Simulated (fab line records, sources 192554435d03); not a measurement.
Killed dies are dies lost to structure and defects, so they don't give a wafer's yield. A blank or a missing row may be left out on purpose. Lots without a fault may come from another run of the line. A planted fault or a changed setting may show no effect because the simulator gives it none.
One fault seen from 2 desks | flow n5_finfet | each desk has only its own numbers; what lay behind them comes last

THE METROLOGY DESK
What the gauges read, lot by lot, whatever tool the lot ran on: means of the sampled wafers that have a number. A lot is out of limits, marked OUT, if its mean lies more than 4 standard deviations from the usual mean; the brackets give that distance. Of its 10 readings 7 are shown: those that lie furthest out on some lot.
Columns: A = DIBL_N at N5_BEOL_M4_RC_MEAS_101, usual 36.5 mV/V; B = IOFF_N at N5_BEOL_M4_RC_MEAS_101, usual 0.160 nA/um; C = IOFF_P at N5_BEOL_M4_RC_MEAS_101, usual 0.217 nA/um; D = ION_N at N5_BEOL_M4_RC_MEAS_101, usual 674 uA/um; E = ION_P at N5_BEOL_M4_RC_MEAS_101, usual 464 uA/um; F = SS_N at N5_BEOL_M4_RC_MEAS_101, usual 71.6 mV/dec; G = VT_P at N5_BEOL_M4_RC_MEAS_101, usual -250 mV
lot  | first seen here | A    | B     | C     | D   | E   | F    | G
L952 | day 10 11:22    | 36.0 | 0.161 | 0.249 | 674 | 473 | 71.5 | -242
L958 | day 11 20:16    | 36.8 | 0.156 | 0.226 | 673 | 464 | 72.0 | -248
L961 | day 12 06:09    | 37.2 | 0.152 | 0.209 | 667 | 462 | 71.6 | -251
L964 | day 13 06:58    | 37.9 | 0.189 | 0.247 | 682 | 469 | 72.0 | -247
This desk's finding: nothing out of limits on any of the 4 lots.

THE TOOL OWNER'S DESK: litho_track-02
The tool's own readings at N5_BEOL_M1_COAT_61 (time 60 s, resist thk 60 nm): means of the sampled wafers that have a number, for each lot that ran on this tool. A lot is out of limits, marked OUT, if its mean lies more than 4 standard deviations from the usual mean; the brackets give that distance.
Columns: A = resist_line_temp_C at N5_BEOL_M1_COAT_61, usual 22.98 C; B = spin_speed_rpm at N5_BEOL_M1_COAT_61, usual 1500.2 rpm
lot  | first seen here | A     | B
L952 | day 8 05:30     | 23.02 | 1500.2
L958 | day 9 11:33     | 23.15 | 1282.9 (-99 or more) OUT
L961 | day 10 07:10    | 23.17 | 1283.0 (-99 or more) OUT
This desk's finding: out of limits on L958, L961; first on L958, day 9 11:33 (spin_speed_rpm at N5_BEOL_M1_COAT_61). In limits: L952.

PUT TOGETHER
The tool owner's desk could have raised an alarm at day 9 11:33, on L958, L961.
The metrology desk saw nothing out of limits.
The metrology desk has L958, L961 on record, within its limits.
Of the lots named, all ran N5_BEOL_M1_COAT_61 on litho_track-02.

WHAT THE SIMULATOR HAD PUT IN
Process parameter drift: litho_track-02, from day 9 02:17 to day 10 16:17, at N5_BEOL_M1_COAT_61. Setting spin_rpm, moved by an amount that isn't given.
Lots struck among those shown: L958, L961.
Hours from the fault's start to each desk's first reading out of limits: the tool owner's desk, 9.
